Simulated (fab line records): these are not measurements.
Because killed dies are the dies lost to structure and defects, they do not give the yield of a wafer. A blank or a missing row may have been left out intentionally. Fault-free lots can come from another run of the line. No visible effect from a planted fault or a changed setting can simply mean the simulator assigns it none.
Which tool is to blame? :: flow nand-harc :: 12 lots with 36 wafers sampled at 5 steps, on a route of 1302 steps

WHAT EACH GAUGE READ, for each wafer
NHARC_A_CONTACT_CD_MEAS_53.
lot: L075
measured: day 22 03:09
on: cd-sem-01
cd-nm (nm): 290.0 290.0 290.4

lot: L077
measured: day 22 10:44
on: cd-sem-01
cd-nm (nm): 289.8 290.0 289.5

lot: L080
measured: day 23 10:44
on: cd-sem-01
cd-nm (nm): 289.6 290.1 289.7

lot: L081
measured: day 24 03:22
on: cd-sem-02
cd-nm (nm): 290.3 289.8 289.7

lot: L083
measured: day 25 07:44
on: cd-sem-02
cd-nm (nm): 289.5 289.9 290.0

lot: L086
measured: day 25 23:32
on: cd-sem-01
cd-nm (nm): 289.3 289.4 289.3

lot: L089
measured: day 26 22:08
on: cd-sem-01
cd-nm (nm): 289.9 290.1 290.0

lot: L088
measured: day 27 05:53
on: cd-sem-01
cd-nm (nm): 290.0 290.1 289.8

lot: L090
measured: day 28 19:23
on: cd-sem-01
cd-nm (nm): 289.7 290.0 289.9

lot: L092
measured: day 29 16:42
on: cd-sem-01
cd-nm (nm): 290.8 290.5 290.6

lot: L095
measured: day 30 02:34
on: cd-sem-01
cd-nm (nm): 289.6 289.2 289.1

lot: L097
measured: day 31 00:23
on: cd-sem-01
cd-nm (nm): 291.1 290.4 291.2

WHAT TOOL EACH LOT RAN ON (gives the tool, then ch and the chambers of the sampled wafers, and finally the start)
lot: L075
NHARC_A_CONTACT_ETCH_48: rie-diel-04 ch 0,1,3, day 21 21:15
NHARC_A_CONTACT_ETCH_115: har-cap-etch-03 ch 0,1, day 22 00:01
NHARC_A_CONTACT_ETCH_120: har-cap-etch-03 ch 0,1, day 22 01:10
NHARC_A_CONTACT_ETCH_123: har-cap-etch-03 ch 0,1, day 22 02:00

lot: L077
NHARC_A_CONTACT_ETCH_48: rie-diel-04 ch 1,2,3, day 22 05:16
NHARC_A_CONTACT_ETCH_115: har-cap-etch-03 ch 0,1, day 22 07:43
NHARC_A_CONTACT_ETCH_120: har-cap-etch-03 ch 0,1, day 22 08:41
NHARC_A_CONTACT_ETCH_123: har-cap-etch-03 ch 0,1, day 22 09:22

lot: L080
NHARC_A_CONTACT_ETCH_48: rie-diel-08 ch 0,2,3, day 23 05:41
NHARC_A_CONTACT_ETCH_115: har-cap-etch-01 ch 0,1, day 23 08:10
NHARC_A_CONTACT_ETCH_120: har-cap-etch-01 ch 0,1, day 23 09:01
NHARC_A_CONTACT_ETCH_123: har-cap-etch-01 ch 0,1, day 23 09:35

lot: L081
NHARC_A_CONTACT_ETCH_48: rie-diel-09 ch 1,2,3, day 23 22:11
NHARC_A_CONTACT_ETCH_115: har-cap-etch-03 ch 0,1, day 24 00:46
NHARC_A_CONTACT_ETCH_120: har-cap-etch-03 ch 0,1, day 24 01:37
NHARC_A_CONTACT_ETCH_123: har-cap-etch-03 ch 0,1, day 24 02:10

lot: L083
NHARC_A_CONTACT_ETCH_48: rie-diel-09 ch 2,3, day 25 02:41
NHARC_A_CONTACT_ETCH_115: har-cap-etch-03 ch 0,1, day 25 05:10
NHARC_A_CONTACT_ETCH_120: har-cap-etch-03 ch 0,1, day 25 06:01
NHARC_A_CONTACT_ETCH_123: har-cap-etch-03 ch 0,1, day 25 06:35

lot: L086
NHARC_A_CONTACT_ETCH_48: rie-diel-08 ch 1,2,3, day 25 17:19
NHARC_A_CONTACT_ETCH_115: har-cap-etch-01 ch 0,1, day 25 20:25
NHARC_A_CONTACT_ETCH_120: har-cap-etch-01 ch 0,1, day 25 21:33
NHARC_A_CONTACT_ETCH_123: har-cap-etch-01 ch 0,1, day 25 22:23

lot: L089
NHARC_A_CONTACT_ETCH_48: rie-diel-04 ch 1,2,3, day 26 17:02
NHARC_A_CONTACT_ETCH_115: har-cap-etch-01 ch 0,1, day 26 19:35
NHARC_A_CONTACT_ETCH_120: har-cap-etch-01 ch 0,1, day 26 20:26
NHARC_A_CONTACT_ETCH_123: har-cap-etch-01 ch 0,1, day 26 20:56

lot: L088
NHARC_A_CONTACT_ETCH_48: rie-diel-09 ch 0,1,2, day 27 00:53
NHARC_A_CONTACT_ETCH_115: har-cap-etch-02 ch 0,1, day 27 03:22
NHARC_A_CONTACT_ETCH_120: har-cap-etch-02 ch 0,1, day 27 04:13
NHARC_A_CONTACT_ETCH_123: har-cap-etch-02 ch 0,1, day 27 04:46

lot: L090
NHARC_A_CONTACT_ETCH_48: rie-diel-08 ch 0,1,2, day 28 14:20
NHARC_A_CONTACT_ETCH_115: har-cap-etch-02 ch 0,1, day 28 16:50
NHARC_A_CONTACT_ETCH_120: har-cap-etch-02 ch 0,1, day 28 17:41
NHARC_A_CONTACT_ETCH_123: har-cap-etch-02 ch 0,1, day 28 18:12

lot: L092
NHARC_A_CONTACT_ETCH_48: rie-diel-08 ch 0,3, day 29 10:50
NHARC_A_CONTACT_ETCH_115: har-cap-etch-01 ch 0,1, day 29 14:14
NHARC_A_CONTACT_ETCH_120: har-cap-etch-01 ch 0,1, day 29 15:05
NHARC_A_CONTACT_ETCH_123: har-cap-etch-01 ch 0,1, day 29 15:46

lot: L095
NHARC_A_CONTACT_ETCH_48: rie-diel-08 ch 0,3, day 29 21:34
NHARC_A_CONTACT_ETCH_115: har-cap-etch-01 ch 0,1, day 30 00:01
NHARC_A_CONTACT_ETCH_120: har-cap-etch-01 ch 0,1, day 30 00:52
NHARC_A_CONTACT_ETCH_123: har-cap-etch-01 ch 0,1, day 30 01:23

lot: L097
NHARC_A_CONTACT_ETCH_48: rie-diel-09 ch 0,1,2, day 30 19:22
NHARC_A_CONTACT_ETCH_115: har-cap-etch-02 ch 0,1, day 30 21:49
NHARC_A_CONTACT_ETCH_120: har-cap-etch-02 ch 0,1, day 30 22:41
NHARC_A_CONTACT_ETCH_123: har-cap-etch-02 ch 0,1, day 30 23:11
- NHARC_A_CONTACT_ETCH_48: etches the open film in CF4, target depth 39 nm, time 65 s.
- NHARC_A_CONTACT_ETCH_115: etches the open film in C4F8/O2/Ar, time 190 s, target depth 1850 nm.
- NHARC_A_CONTACT_ETCH_120: etches the open film in C4F8/O2/Ar, time 190 s, target depth 1850 nm.
- NHARC_A_CONTACT_ETCH_123: etches the open film in C4F8/O2/Ar, time 490 s, target depth 2110 nm.

THE ANSWER, worked out from the rows above alone
Rule: the usual values come from the lots themselves. Put in order of their means at a reading, lots are off if they are a third of the lots or fewer, leave a main group of 4 or more, and stand apart from it by a gap of 3 or more times the standard deviation of the main group's means; of several such gaps the widest counts. Not used: any main group whose means are identical at the precision the tables above print for the reading. A lot without any number at a reading at which 4 lots or more have one is off too. Any other lot the step has rows for is counted as sound.
No lot is off at any reading shown: from this, nothing can be told.

WHAT THE SIMULATOR HAD INSERTED
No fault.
